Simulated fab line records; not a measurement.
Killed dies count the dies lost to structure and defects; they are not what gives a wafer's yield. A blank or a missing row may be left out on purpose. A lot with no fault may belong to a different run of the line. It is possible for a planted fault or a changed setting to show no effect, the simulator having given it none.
Comparing a struck lot with a sound one ; flow nand_harc ; 14 out of 1302 route steps
Sound: the wafers L980.2, L980.4, L980.6. The struck wafers were L989.1, L989.2, L989.3. The cause is named last.
Each step with rows lists, per side, the tool, then ch with its chambers, then its first start. Under that, the readings that differ: sound wafers ; struck wafers ; difference of the means ; sigmas: that difference in standard deviations of wafers without a fault.
alike: a reading whose means differ by less than 2 such deviations, as well as words and numbers matching on both sides. not compared: withheld readings; readings where some wafer has no value; bounds like >300 that might hide an equal value; numbers whose values overlap and for which the record gives no deviation.
A row with sigmas, a row that says differs or no value, or rows on one side alone: a step with any of these is where the two part. Non-overlapping numbers with no deviation appear without sigmas and do not part them. Lack of a reading on every wafer of one side parts them only where that side has two or more wafers.

NHARC_A_SOURCE_PLATE_THK_MEAS_06: measures by ellipsometry.
  sound on film_metro-01, day 11 14:49; struck on film_metro-01, day 15 07:51
reading;sound;struck;difference;sigmas
thk_nm (nm);202.4 204.4 203.9;196.8 198.2 198.8;-5.6;-2
NHARC_A_SOURCE_PLATE_INSPECT_08:
  sound on defect_inspect-01, day 11 14:53; struck on defect_inspect-02, day 15 07:57
  alike: raw_defect_count
next comes 1 step that has no rows for these wafers: NHARC_A_ONON_D1_DEP_00 (target thickness 1000 nm).
NHARC_A_ONON_D1_THK_MEAS_02: measures by ellipsometry.
  sound on film_metro-02, day 11 15:28; struck on film_metro-01, day 15 08:32
  alike: thk_nm
next comes 1 step that has no rows for these wafers: NHARC_A_ONON_D1_DEP_03 (target thickness 1000 nm).
NHARC_A_ONON_D1_THK_MEAS_05: measures by ellipsometry.
  sound on film_metro-01, day 11 16:02; struck on film_metro-01, day 15 09:06
  alike: thk_nm
next comes 1 step that has no rows for these wafers: NHARC_A_ONON_D1_DEP_06 (target thickness 1000 nm).
NHARC_A_ONON_D1_THK_MEAS_08: measures by ellipsometry.
  sound on film_metro-01, day 11 16:37; struck on film_metro-02, day 15 09:40
reading;sound;struck;difference;sigmas
thk_nm (nm);990 990 988;1015 1016 1015;+26;+3
next comes 1 step that has no rows for these wafers: NHARC_A_ONON_D1_DEP_09 (target thickness 1000 nm).
NHARC_A_ONON_D1_THK_MEAS_11: measures by ellipsometry.
  sound on film_metro-02, day 11 17:11; struck on film_metro-01, day 15 10:14
  alike: thk_nm
NHARC_A_ONON_D1_DEP_12: target thk 1000 nm.
  sound on pecvd_onon-01 ch 0, day 11 17:17; struck on pecvd_onon-01 ch 0, day 15 10:17
  alike: sih4_flow_sccm
NHARC_A_ONON_D1_THK_MEAS_14: measures by ellipsometry.
  sound on film_metro-01, day 11 17:44; struck on film_metro-01, day 15 10:47
reading;sound;struck;difference;sigmas
thk_nm (nm);1025 1023 1024;728 728 729;-296;-27
then, 1 step without rows for these wafers: NHARC_A_ONON_D1_ANNEAL_15 (time 3600 s).
-- break in the record here, with 17 days between the starts of the struck wafers on either side (left off in module A_ONON_D1, picked up again in module END, where the first step shown is number 1302 on the route) --
NHARC_END_SORT_01:
  the record has rows for the struck wafers here (prober-01 ch 0, day 32 22:42) and none for the sound ones

## WHERE THEY PART
At NHARC_A_SOURCE_PLATE_THK_MEAS_06 first; at NHARC_END_SORT_01 last (within this record only).

WHY: what had been put in by the simulator
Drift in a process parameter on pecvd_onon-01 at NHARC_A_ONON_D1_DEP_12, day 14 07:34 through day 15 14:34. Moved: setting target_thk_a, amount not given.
